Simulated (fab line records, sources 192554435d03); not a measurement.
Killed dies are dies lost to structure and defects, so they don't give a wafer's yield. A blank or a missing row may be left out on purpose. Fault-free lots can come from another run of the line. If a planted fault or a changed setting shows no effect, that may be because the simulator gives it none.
Matching of chambers | flow n5Finfet | rieDiel-06 running N5_BEOL_M10_STRIP_67: 4 sister chambers
The step strips in CF4. 4 wafers are shown with their chamber, then 12 later ones without.

## WAFERS, EACH WITH ITS CHAMBER
wafer  | chamber | drypumpMotorCurrentA (A)
L088.5 | 1       | 5.8
L091.2 | 0       | 5.8
L092.5 | 3       | 6.0
L092.6 | 2       | 4.9

## WAFERS MISSING THEIR CHAMBER
wafer  | drypumpMotorCurrentA (A)
L096.1 | 5.0
L096.2 | 6.0
L096.3 | 5.8
L096.4 | 5.8
L096.5 | 5.8
L096.6 | 6.0
L097.1 | 6.0
L097.2 | 5.8
L097.3 | 5.8
L097.4 | 4.9
L097.5 | 6.0
L097.6 | 4.9

## EACH ONE'S CHAMBER
wafer  | from the rows above     | in truth
L096.1 | 2                       | 2
L096.2 | 3                       | 3
L096.3 | can't be placed: 0 or 1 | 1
L096.4 | can't be placed: 0 or 1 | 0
L096.5 | can't be placed: 0 or 1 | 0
L096.6 | 3                       | 3
L097.1 | 3                       | 3
L097.2 | can't be placed: 0 or 1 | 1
L097.3 | can't be placed: 0 or 1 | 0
L097.4 | 2                       | 2
L097.5 | 3                       | 3
L097.6 | 2                       | 2
Placed correctly: 7 of 12. Unplaceable from these rows: 5, with the true chamber sitting among the candidates in 5. Number placed wrongly: 0.
How it was worked out, from the rows above alone: a wafer's distance from a chamber is the root of the sum, over the readings, of the square of ((its reading less the chamber's mean) divided by the reading's scatter). If the next closest chamber is less than 2 further off than the closest, the wafer can't be placed; otherwise it belongs to the closest. Each chamber's mean is taken over the wafers shown for it. The scatter (one wafer shown for each chamber): square how far every hidden wafer sits from the nearest shown wafer, average those squares and take the square root.
